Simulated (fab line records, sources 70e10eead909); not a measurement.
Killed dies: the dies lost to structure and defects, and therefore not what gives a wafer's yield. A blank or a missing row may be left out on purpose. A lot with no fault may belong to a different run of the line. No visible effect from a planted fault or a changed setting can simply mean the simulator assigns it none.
fab line records ; flow nandHarc
record: lots: 11; wafers: 33; lastDay: 33
route steps=1302 shown P_M0@276 THIN_TSV@1261 END@1302
lots that met no fault: from a run of the same line without faults
startH: hours from the record's opening day to when the first of the lot's shown wafers began ; waitH: how many hours have passed since the lot's step before this one ; " identical to the entry in the row above ; L1.1+2: one row covering several wafers at once ; - no value, or no start was given ; * or withheld: withheld ; < > ~ a bound
route shown NAME@n: names a module that has steps shown in the file, with the first one's number in the route ; usual: average and standard deviation across the fault-free wafers ; same: alike in all rows ; chamber/n: place in a boat ; sites: per-site readings ; _std_site: standard deviation across them ; _edge_site: the outer-site mean with the inner-site mean subtracted ; radiusMm: for every site, how far away it sits from the centre of the wafer ; mask NAME#n: copy n ; behind: the most recent tool/chamber to have shaped the wafer ; hold: why the lot was held/for how many hours/how that ended ; device: names the non-switching transistor (n, p or np) ; end of line: at the end of the route, the tests of the same wafers ; step lacking rows: just its recipe ; killed: not the wafer's yield, but the dies lost to structure and defects at the first sort ; map: a wafer's dies, x killed, . not, _ none there
set.NAME: the run value of the setting; set.NAME@STEP: its run value at that earlier step ; model.NAME: the simulator's own value behind a step, which no gauge read
steps of the route over a sample of lots; a table a step, a row a wafer
services: the hour from which a tool's chamber was out of use, counted from the record's first day as startH (under 0 if before that day), plus the number of hours and why
== steps ==
step: NHARC_P_M0_ECD_22
recipe: targetThkA: 4000; bathTempC: 25; material: Cu
lot.wafer;tool;chamber;startH;waitH
L614.1+3+6;ecdCu-01;1,1,0;137.89;-
L615.4+3+6;ecdCu-01;1,0,0;156.25;-
L616.2+1+6;ecdCu-01;1,0,1;160.22;-
L620.3+5+6;ecdCu-02;0,0,1;207.61;-
L621.2+3+4;ecdCu-01;1,1,0;212.99;-
L622.3+5+6;ecdCu-01;1,0,1;220.77;-
L624.4+6+5;ecdCu-01;0,0,1;244.53;-
L627.3+6+5;ecdCu-01;0,0,1;277.31;-
L633.4+6+5;ecdCu-02;1,1,0;352.49;-
L634.2+3+5;ecdCu-01;1,0,1;361.55;-
L635.3+4+5;ecdCu-02;0,1,1;362.75;-
step: NHARC_THIN_TSV_DESCUM_14
recipe: timeS: 3; o2FlowSccm: 200; arFlowSccm: 0; biasPowerW: 0; chemistry: O2
usual: chamberPressureMTorr: 60.02/0.26; drypumpMotorCurrentA: 5.7/0.43; oesProductAu: 1.000/0.0092; rfVppV: 57.9/0.79; showerheadPlenumPTorr: 1.94/0.065; throttleValvePct: 11.310/0.0086
lot.wafer;tool;chamber;startH;waitH;chamberPressureMTorr;drypumpMotorCurrentA;oesProductAu;rfHoursCounterH;rfVppV;showerheadPlenumPTorr;throttleValvePct
L614.3;rieDiel-04;0;548.38;-;59.93;5.1;1.001;1;58.9;2.03;11.315
L614.1;rieDiel-04;1;548.38;-;59.91;6.2;1.021;1;58.0;2.01;11.304
L614.6;rieDiel-04;3;548.38;-;59.97;6.1;0.999;-;57.1;1.88;11.312
L615.3;rieDiel-05;0;571.15;-;60.01;5.4;0.995;8;58.3;1.87;11.314
L615.4;rieDiel-05;3;571.15;-;60.02;5.3;0.987;8;57.3;1.86;11.331
L615.6;rieDiel-05;0;571.15;-;60.04;5.4;0.989;-;56.7;1.87;11.312
L616.1;rieDiel-01;3;572.47;-;60.00;5.7;0.988;0;57.8;1.86;11.322
L616.2;rieDiel-01;1;572.47;-;60.09;5.4;0.994;0;58.2;1.85;11.318
L616.6;rieDiel-01;0;572.47;-;60.05;6.0;1.012;-;57.9;1.91;11.313
L620.3;rieDiel-05;0;636.64;-;59.92;5.5;1.009;2;57.9;1.87;11.315
L620.6;rieDiel-05;1;636.64;-;59.99;6.3;1.000;-;57.9;1.94;11.321
L620.5;rieDiel-05;2;636.64;-;59.96;5.5;1.000;-;59.7;1.98;11.318
L621.3;rieDiel-05;3;637.86;-;59.91;5.3;0.980;2;57.3;1.86;11.302
L621.2;rieDiel-05;0;637.86;-;59.99;5.5;0.997;2;58.1;1.87;11.320
L621.4;rieDiel-05;1;637.86;-;60.01;6.3;0.996;2;57.6;1.94;11.295
L622.3;rieDiel-04;1;646.77;-;60.03;6.2;1.003;6;57.9;2.00;11.317
L622.6;rieDiel-04;3;646.77;-;59.96;6.1;1.008;-;58.0;1.88;11.315
L622.5;rieDiel-04;0;646.77;-;59.97;5.1;0.991;-;57.2;2.03;11.294
L624.4;rieDiel-05;3;670.58;-;59.97;5.3;0.986;4;57.8;1.86;11.311
L624.5;rieDiel-05;0;670.58;-;60.09;5.4;1.006;-;57.4;1.87;11.306
L624.6;rieDiel-05;1;670.58;-;60.10;6.3;0.996;-;57.9;1.94;11.313
L627.3;rieDiel-05;0;692.27;-;63.04;5.4;0.992;4;58.3;1.87;11.311
L627.6;rieDiel-05;0;692.27;-;60.05;5.4;1.002;-;58.3;1.87;11.315
L627.5;rieDiel-05;1;692.27;-;59.93;6.3;1.005;-;59.4;1.94;11.314
L634.3;rieDiel-05;1;770.29;-;59.97;6.3;0.990;0;57.2;1.94;11.312
L634.2;rieDiel-05;0;770.29;-;60.02;5.5;1.000;0;58.5;1.87;11.302
L634.5;rieDiel-05;2;770.29;-;60.05;5.5;0.995;-;57.6;1.97;11.312
L635.3;rieDiel-04;2;771.59;-;59.97;5.4;1.009;2;58.3;2.02;11.322
L635.4;rieDiel-04;3;771.59;-;59.98;6.1;1.019;3;57.5;1.88;11.300
L635.5;rieDiel-04;2;771.59;-;59.90;5.4;1.008;-;57.9;2.02;11.322
L633.4;rieDiel-04;1;772.66;-;60.10;6.2;0.994;2;58.9;2.00;11.314
L633.5;rieDiel-04;1;772.66;-;60.05;6.2;1.005;-;57.9;2.00;11.316
L633.6;rieDiel-04;2;772.66;-;60.00;5.4;1.012;-;57.9;2.02;11.319
step: NHARC_THIN_TSV_DESCUM_35
recipe: timeS: 3; o2FlowSccm: 200; arFlowSccm: 0; biasPowerW: 0; chemistry: O2
usual: chamberPressureMTorr: 60.00/0.051; drypumpMotorCurrentA: 5.6/0.42; oesProductAu: 1.000/0.012; rfVppV: 57.8/0.96; showerheadPlenumPTorr: 1.94/0.067; throttleValvePct: 11.310/0.0097
lot.wafer;tool;chamber;startH;waitH;chamberPressureMTorr;drypumpMotorCurrentA;oesProductAu;rfHoursCounterH;rfVppV;showerheadPlenumPTorr;throttleValvePct
L614.1;rieDiel-05;0;554.29;-;59.98;5.4;0.990;8;56.4;1.87;11.318
L614.3;rieDiel-05;2;554.29;-;59.94;5.4;0.987;7;57.4;1.98;11.321
L614.6;rieDiel-05;3;554.29;-;59.99;5.3;0.982;-;57.7;1.86;11.304
L615.3;rieDiel-04;0;577.02;-;60.12;5.1;1.010;2;59.6;2.03;11.318
L615.4;rieDiel-04;2;577.02;-;60.05;5.4;1.013;2;59.0;2.03;11.322
L615.6;rieDiel-04;0;577.02;-;59.93;5.1;1.005;-;57.7;2.03;11.305
L616.1;rieDiel-05;1;578.42;-;59.97;6.3;1.004;8;57.7;1.94;11.317
L616.2;rieDiel-05;2;578.42;-;59.93;5.5;0.991;8;58.7;1.98;11.297
L616.6;rieDiel-05;3;578.42;-;60.01;5.3;0.980;-;58.4;1.86;11.317
L620.3;rieDiel-04;0;642.59;-;60.09;5.1;0.988;5;55.2;2.03;11.288
L620.6;rieDiel-04;3;642.59;-;60.00;6.1;1.004;-;58.0;1.88;11.311
L620.5;rieDiel-04;0;642.59;-;60.02;5.1;0.998;-;59.0;2.03;11.317
L621.3;rieDiel-05;1;643.83;-;59.95;6.3;0.991;3;57.2;1.94;11.311
L621.2;rieDiel-05;2;643.83;-;59.95;5.5;0.990;2;58.4;1.98;11.310
L621.4;rieDiel-05;0;643.83;-;60.00;5.4;0.987;3;57.4;1.87;11.299
L622.3;rieDiel-05;3;652.66;-;60.02;5.3;0.985;2;57.3;1.86;11.316
L622.6;rieDiel-05;1;652.66;-;60.00;6.3;0.998;-;58.4;1.94;11.304
L622.5;rieDiel-05;2;652.66;-;60.02;5.5;0.994;-;57.2;1.98;11.304
L624.4;rieDiel-05;2;676.53;-;59.94;5.4;1.009;4;57.8;1.98;11.315
L624.5;rieDiel-05;3;676.53;-;59.96;5.3;0.989;-;57.2;1.86;11.320
L624.6;rieDiel-05;0;676.53;-;60.01;5.5;0.995;-;59.0;1.87;11.297
L627.3;rieDiel-04;3;698.06;-;60.04;6.1;1.008;10;58.4;1.88;11.303
L627.6;rieDiel-04;2;698.06;-;60.04;5.4;1.006;-;59.8;2.02;11.315
L627.5;rieDiel-04;3;698.06;-;59.95;6.1;0.997;-;56.4;1.88;11.331
L634.3;rieDiel-04;1;776.36;-;60.05;6.2;1.004;2;59.5;2.00;11.312
L634.2;rieDiel-04;2;776.36;-;60.05;5.4;1.019;3;57.3;2.02;11.317
L634.5;rieDiel-04;2;776.36;-;59.97;5.4;1.010;-;57.4;2.02;11.308
L635.4;rieDiel-01;0;777.78;-;60.02;6.0;1.012;2;57.1;1.91;11.296
L635.3;rieDiel-01;1;777.78;-;59.99;5.4;1.023;1;56.1;1.84;11.302
L635.5;rieDiel-01;0;777.78;-;59.96;6.0;1.007;-;57.2;1.91;11.310
L633.4;rieDiel-05;3;778.61;-;59.88;5.4;0.982;1;56.9;1.86;11.305
L633.5;rieDiel-05;0;778.61;-;59.93;5.4;0.988;-;56.9;1.87;11.322
L633.6;rieDiel-05;1;778.61;-;59.99;6.3;0.988;-;58.7;1.94;11.311
step: NHARC_THIN_TSV_ETCH_59
recipe: targetDepthA: 8800; icpW: 900; biasW: 100; Cl2_flow_sccm: 60; bcl3FlowSccm: 30; timeS: 138.1; chemistry: Cl2/BCl3
usual: biasW: 100.0/0.32; chamberPressureMTorr: 10.000/0.0078; drypumpMotorCurrentA: 6.01/0.25; oesProductAu: 0.997/0.0097; throttleValvePct: 22.264/0.0087
lot.wafer;tool;chamber;startH;waitH;biasW;chamberPressureMTorr;drypumpMotorCurrentA;oesProductAu;rfHoursCounterH;throttleValvePct
L614.1;rieMetal-02;1;554.48;0.2;100.0;10.012;5.78;1.010;1.4;22.256
L614.3;rieMetal-02;1;554.48;0.2;99.9;10.003;5.82;1.003;-;22.249
L614.6;rieMetal-02;1;554.48;0.2;99.8;10.002;5.81;1.003;-;22.262
L615.3;rieMetal-03;0;577.22;0.2;100.0;9.992;6.23;0.998;-;22.254
L615.4;rieMetal-03;1;577.22;0.2;100.0;10.009;6.17;0.990;-;22.264
L615.6;rieMetal-03;1;577.22;0.2;100.0;9.992;6.16;0.989;-;22.256
L616.1;rieMetal-02;0;578.56;0.1;99.5;9.998;5.78;1.003;2.1;22.271
L616.2;rieMetal-02;1;578.56;0.1;100.4;9.992;5.80;0.997;2.1;22.271
L616.6;rieMetal-02;1;578.56;0.1;99.8;10.008;5.81;0.997;-;22.270
L620.3;rieMetal-03;0;642.77;0.2;100.2;9.993;6.24;0.995;-;22.269
L620.5;rieMetal-03;0;642.77;0.2;99.8;10.004;6.25;0.992;-;22.252
L620.6;rieMetal-03;1;642.77;0.2;99.9;10.006;6.16;0.988;-;22.274
L621.2;rieMetal-02;1;644.00;0.1;100.6;10.005;5.76;0.974;0.2;22.273
L621.4;rieMetal-02;0;644.00;0.1;100.4;10.005;5.77;0.997;-;22.272
L621.3;rieMetal-02;1;644.00;0.1;100.2;9.999;5.81;0.985;-;22.274
L622.3;rieMetal-01;1;652.87;0.2;99.9;10.001;6.43;1.010;-;22.258
L622.6;rieMetal-01;0;652.87;0.2;99.8;10.001;5.77;0.987;-;22.270
L622.5;rieMetal-01;1;652.87;0.2;100.0;9.997;6.46;1.007;-;22.266
L624.4;rieMetal-02;0;676.69;0.2;99.9;9.995;5.78;1.022;-;22.253
L624.6;rieMetal-02;0;676.69;0.2;100.2;9.998;5.78;1.011;-;22.265
L624.5;rieMetal-02;1;676.69;0.2;99.8;9.993;5.77;0.996;-;22.262
L627.3;rieMetal-02;1;698.25;0.2;100.1;9.996;5.82;0.987;-;22.258
L627.5;rieMetal-02;1;698.25;0.2;99.7;9.992;5.86;1.001;-;22.265
L627.6;rieMetal-02;0;698.25;0.2;100.3;10.017;5.77;1.012;-;22.244
L634.2;rieMetal-03;1;776.52;0.1;99.7;9.981;6.17;0.992;1.1;22.283
L634.3;rieMetal-03;1;776.52;0.1;99.5;10.005;6.17;0.990;-;22.280
L634.5;rieMetal-03;1;776.52;0.1;99.6;10.013;6.15;0.995;-;22.259
L635.4;rieMetal-02;1;777.97;0.2;100.2;10.003;5.81;0.989;-;22.266
L635.3;rieMetal-02;0;777.97;0.2;100.0;10.006;5.81;1.014;-;22.261
L635.5;rieMetal-02;0;777.97;0.2;100.1;9.998;5.78;0.997;-;22.276
L633.4;rieMetal-01;1;778.77;0.1;100.6;9.996;6.44;0.995;-;22.262
L633.6;rieMetal-01;1;778.77;0.1;100.4;9.997;6.43;0.997;-;22.254
L633.5;rieMetal-01;0;778.77;0.1;100.3;10.009;5.80;1.001;-;22.284
step: NHARC_END_SORT_01
recipe: tempC: 25
usual: defectLimitedYield: 91.6/2.5; killedAtArray: 52/18; killedAtOther: 1.2/1.5; killedAtPeriphery: 4/3.2; killedDies: 57/17; killedOpen: 3.1/1.9; killedShort: 2.5/1.7; sort_bin_2_pct: 3.0/1.1; sort_bin_3_pct: 0.6/0.36; sort_bin_4_pct: 4.9/1.5; sortNPass: 620/17; sortRimYieldPct: 91/3.8; sortYieldPct: 91.6/2.5
same: grossDies: 677; sort_bin_5_pct[%]: 0; sort_bin_6_pct[%]: 0; sort_bin_7_pct[%]: 0; sort_bin_8_pct[%]: 0; sortRimNGross: 106.00
lot.wafer;tool;chamber;startH;waitH;defectLimitedYield[%];killedAtArray;killedAtOther;killedAtPeriphery;killedDies;killedOpen;killedShort;sort_bin_2_pct[%];sort_bin_3_pct[%];sort_bin_4_pct[%];sortNPass;sortRimYieldPct[%];sortYieldPct[%]
L614.1;prober-01;0;563.25;2.5;91.1;59;0;1;60;4;3;2.7;0.3;5.9;617;86;91.1
L614.3;prober-01;0;564.86;3.1;89.1;72;1;1;74;1;1;5.2;0.9;4.9;603;90;89.1
L614.6;prober-01;0;567.27;4.0;89.4;68;0;4;72;4;3;3.1;1.2;6.4;605;89;89.4
L621.2;prober-02;0;655.61;2.8;85.5;96;1;1;98;0;0;5.8;0.9;7.8;579;87;85.5
L621.3;prober-02;0;656.40;3.1;88.8;72;2;2;76;2;1;4.1;0.6;6.5;601;96;88.8
L621.4;prober-02;0;657.20;3.4;90.7;60;1;2;63;1;2;4.1;0.4;4.7;614;86;90.7
L622.3;prober-02;0;665.14;3.1;94.7;32;1;3;36;2;0;1.5;0.6;3.2;641;90;94.7
L622.5;prober-02;0;666.72;3.7;91.3;55;1;3;59;2;4;3.1;0.1;5.5;618;92;91.3
L622.6;prober-02;0;667.51;3.9;95.0;32;0;2;34;3;1;1.9;0.1;3.0;643;92;95.0
L624.4;prober-02;0;687.94;3.4;38.7;48;0;367;415;2;0;21.1;4.6;35.6;262;33;38.7
L624.5;prober-02;0;688.74;3.7;88.9;70;0;5;75;0;2;4.3;1.5;5.3;602;92;88.9
L624.6;prober-02;0;689.54;4.0;42.2;52;0;339;391;5;3;23.9;4.3;29.5;286;41;42.2
L627.3;prober-02;0;708.77;3.1;45.3;25;0;345;370;1;0;18.3;4.3;32.1;307;49;45.3
L627.5;prober-02;0;710.36;3.7;93.5;42;0;2;44;4;3;2.7;0;3.8;633;90;93.5
L627.6;prober-02;0;711.16;4.0;46.5;24;0;338;362;1;2;20.8;3.0;29.7;315;44;46.5
L633.4;prober-01;0;795.52;3.4;88.0;75;5;1;81;1;3;3.1;1.5;7.4;596;92;88.0
L633.5;prober-01;0;796.31;3.6;91.0;58;0;3;61;2;3;2.8;0.6;5.6;616;92;91.0
L633.6;prober-01;0;797.10;3.9;89.7;60;2;8;70;6;1;3.7;0.4;6.2;607;96;89.7
killed by level:class
L614.1 A_CHANNEL_HOLE_D1:chamberFilmFlake=19 A_SLIT:chamberFilmFlake=17 A_CHANNEL_HOLE_D2:chamberFilmFlake=8 A_CONTACT:chamberFilmFlake=3 A_CHANNEL_FILL_D1:geometricParticle:short=2 A_ONON_D2:geometricParticle:open=2 A_ZERO_WELL:chamberFilmFlake=2 A_ONON_D1:geometricParticle:open=1
L614.3 A_CHANNEL_HOLE_D1:chamberFilmFlake=32 A_SLIT:chamberFilmFlake=25 A_CHANNEL_HOLE_D2:chamberFilmFlake=9 A_ZERO_WELL:chamberFilmFlake=3 A_CONTACT:chamberFilmFlake=2 P_CONTACT:geometricParticle:open=1 A_CHANNEL_HOLE_D1:geometricParticle:short=1 HYBRID_BOND:latent=1
L614.6 A_SLIT:chamberFilmFlake=30 A_CHANNEL_HOLE_D1:chamberFilmFlake=17 A_CHANNEL_HOLE_D2:chamberFilmFlake=8 A_ZERO_WELL:chamberFilmFlake=3 A_CHANNEL_FILL_D1:geometricParticle:open=2 A_CHANNEL_FILL_D1:chamberFilmFlake=2 A_CONTACT:chamberFilmFlake=2 P_GATE:geometricParticle:open=1
L621.2 A_CHANNEL_HOLE_D1:chamberFilmFlake=37 A_SLIT:chamberFilmFlake=30 A_CHANNEL_HOLE_D2:chamberFilmFlake=16 A_STAIRCASE:chamberFilmFlake=5 A_CHANNEL_FILL_D1:chamberFilmFlake=3 A_WL_FILL:chamberFilmFlake=3 A_CONTACT:chamberFilmFlake=2 P_M2:chamberFilmFlake=1
L621.3 A_CHANNEL_HOLE_D1:chamberFilmFlake=30 A_SLIT:chamberFilmFlake=22 A_CHANNEL_HOLE_D2:chamberFilmFlake=13 A_STAIRCASE:chamberFilmFlake=3 P_M0:geometricParticle:open=1 A_WL_FILL:geometricParticle:short=1 A_M0:geometricParticle:open=1 P_M2:chamberFilmFlake=1
L621.4 A_SLIT:chamberFilmFlake=25 A_CHANNEL_HOLE_D1:chamberFilmFlake=21 A_CHANNEL_HOLE_D2:chamberFilmFlake=7 A_CONTACT:chamberFilmFlake=2 A_CHANNEL_FILL_D1:geometricParticle:open=1 A_CHANNEL_FILL_D2:geometricParticle:short=1 P_STI:chamberFilmFlake=1 P_M2:chamberFilmFlake=1
L622.3 A_CHANNEL_HOLE_D1:chamberFilmFlake=19 A_CONTACT:chamberFilmFlake=7 P_ZERO_WELL:chamberFilmFlake=2 A_CHANNEL_HOLE_D2:chamberFilmFlake=2 A_CONTACT:geometricParticle:open=1 A_M0:geometricParticle:open=1 P_CONTACT:chamberFilmFlake=1 A_SLIT:chamberFilmFlake=1
L622.5 A_CHANNEL_HOLE_D1:chamberFilmFlake=30 A_CONTACT:chamberFilmFlake=11 A_SLIT:chamberFilmFlake=4 A_WL_FILL:geometricParticle:short=2 P_ZERO_WELL:chamberFilmFlake=2 A_CHANNEL_FILL_D1:chamberFilmFlake=2 A_STAIRCASE:chamberFilmFlake=2 P_M0:geometricParticle:open=1
L622.6 A_CHANNEL_HOLE_D1:chamberFilmFlake=15 A_CONTACT:chamberFilmFlake=7 A_CHANNEL_HOLE_D2:chamberFilmFlake=5 P_ZERO_WELL:chamberFilmFlake=2 A_ONON_D1:geometricParticle:short=1 A_CHANNEL_HOLE_D2:geometricParticle:open=1 A_SGD_CUT:geometricParticle:open=1 A_BLC:geometricParticle:open=1
L624.4 P_M0:unspecified=366 A_CHANNEL_HOLE_D1:chamberFilmFlake=22 A_SLIT:chamberFilmFlake=22 A_ONON_D2:geometricParticle:open=1 A_M0:geometricParticle:open=1 P_ZERO_WELL:chamberFilmFlake=1 A_STAIRCASE:chamberFilmFlake=1 A_CONTACT:chamberFilmFlake=1
L624.5 A_CHANNEL_HOLE_D1:chamberFilmFlake=38 A_SLIT:chamberFilmFlake=25 P_GATE:chamberFilmFlake=4 A_ZERO_WELL:chamberFilmFlake=3 A_STAIRCASE:chamberFilmFlake=3 P_M0:geometricParticle:short=1 A_ONON_D1:geometricParticle:short=1
L624.6 P_M0:unspecified=337 A_CHANNEL_HOLE_D1:chamberFilmFlake=21 A_SLIT:chamberFilmFlake=19 A_ONON_D2:geometricParticle:open=2 A_BLC:geometricParticle:open=2 A_CONTACT:chamberFilmFlake=2 A_ZERO_WELL:chamberFilmFlake=2 A_ONON_D2:geometricParticle:short=1
L627.3 P_M0:unspecified=344 A_CHANNEL_HOLE_D2:chamberFilmFlake=10 A_CHANNEL_HOLE_D1:chamberFilmFlake=8 A_STAIRCASE:chamberFilmFlake=3 A_SLIT:chamberFilmFlake=2 A_ONON_D2:geometricParticle:open=1 P_CONTACT:chamberFilmFlake=1 A_ZERO_WELL:chamberFilmFlake=1
L627.5 A_CHANNEL_HOLE_D2:chamberFilmFlake=17 A_CHANNEL_HOLE_D1:chamberFilmFlake=5 A_CONTACT:chamberFilmFlake=4 A_ZERO_WELL:chamberFilmFlake=3 A_CHANNEL_FILL_D1:chamberFilmFlake=3 A_SLIT:chamberFilmFlake=2 A_ONON_D1:geometricParticle:short=1 A_DECK1_JOINT:geometricParticle:short=1
L627.6 P_M0:unspecified=336 A_CHANNEL_HOLE_D2:chamberFilmFlake=14 A_DECK1_JOINT:geometricParticle:short=2 A_CONTACT:chamberFilmFlake=2 A_CHANNEL_HOLE_D1:chamberFilmFlake=2 P_M0:geometricParticle:open=1 P_ZERO_WELL:chamberFilmFlake=1 A_CHANNEL_FILL_D2:chamberFilmFlake=1
L633.4 A_CHANNEL_HOLE_D2:chamberFilmFlake=35 A_SLIT:chamberFilmFlake=15 A_CHANNEL_HOLE_D1:chamberFilmFlake=13 THIN_TSV:chamberFilmFlake=5 A_CONTACT:chamberFilmFlake=4 A_ZERO_WELL:chamberFilmFlake=2 A_ONON_D1:geometricParticle:short=1 A_CHANNEL_FILL_D1:geometricParticle:open=1
L633.5 A_CHANNEL_HOLE_D2:chamberFilmFlake=28 A_CHANNEL_HOLE_D1:chamberFilmFlake=12 A_CONTACT:chamberFilmFlake=7 P_ZERO_WELL:chamberFilmFlake=2 A_SLIT:chamberFilmFlake=2 A_WL_FILL:chamberFilmFlake=2 P_M1:geometricParticle:short=1 A_ONON_D1:geometricParticle:short=1
L633.6 A_CHANNEL_HOLE_D2:chamberFilmFlake=28 A_CHANNEL_HOLE_D1:chamberFilmFlake=12 A_SLIT:chamberFilmFlake=10 P_ZERO_WELL:chamberFilmFlake=5 A_CONTACT:chamberFilmFlake=3 P_GATE:geometricParticle:open=2 A_ONON_D1:geometricParticle:open=2 THIN_TSV:chamberFilmFlake=2
== services ==
tool;chamber;startH;hours;kind
rieDiel-04;3;119.86;4.6;repair
ecdCu-01;-;160.52;8.0;pm
rieDiel-04;-;177.90;9.0;pm
ecdCu-01;-;184.33;1.3;repair
rieDiel-05;1;191.23;5.5;repair
rieDiel-05;-;229.60;9.0;pm
rieDiel-05;3;260.30;22.7;repair
rieDiel-04;-;318.96;0.4;repair
rieDiel-04;1;330.79;8.6;repair
ecdCu-01;-;336.52;8.0;pm
rieDiel-04;-;354.90;9.0;pm
rieDiel-05;-;406.60;9.0;pm
rieDiel-05;-;422.92;0.5;repair
rieDiel-04;-;470.88;1.2;repair
rieDiel-04;2;499.89;12.8;repair
rieDiel-04;3;500.92;15.8;repair
rieDiel-05;1;545.71;4.2;repair
rieDiel-05;1;552.08;10.0;repair
rieDiel-05;0;572.87;14.0;repair
rieDiel-05;-;583.60;9.0;pm
rieDiel-05;2;617.42;7.7;repair
rieDiel-05;0;656.66;4.6;repair
rieDiel-05;0;749.56;19.8;repair
rieDiel-05;-;760.60;9.0;pm
== key ==
firstSign: step: NHARC_END_SORT_01; reading: killedAtPeriphery; direction: up; sigmas: 99+; usual: 4; struck: 347
effect: step: NHARC_END_SORT_01; reading: defectLimitedYield; direction: down; sigmas: 19; usual: 91.6; struck: 43.2
moreKillsBornAt: NHARC_P_M0_ECD_22@ecdCu-01: 1383
metAt NHARC_P_M0_ECD_22
struckLots L624,L627
struckWafers L624.4,L624.6,L627.3,L627.6
notActingAt NHARC_THIN_TSV_DESCUM_14,NHARC_THIN_TSV_DESCUM_35,NHARC_THIN_TSV_ETCH_59
onsetBetween 220.77 244.53
fault: kind: chamberParticleSource; tool: ecdCu-01; chamber: 0; onsetH: 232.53; steps: NHARC_P_M0_ECD_22; ratePerVisitCm2: 0.83252; endH: 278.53
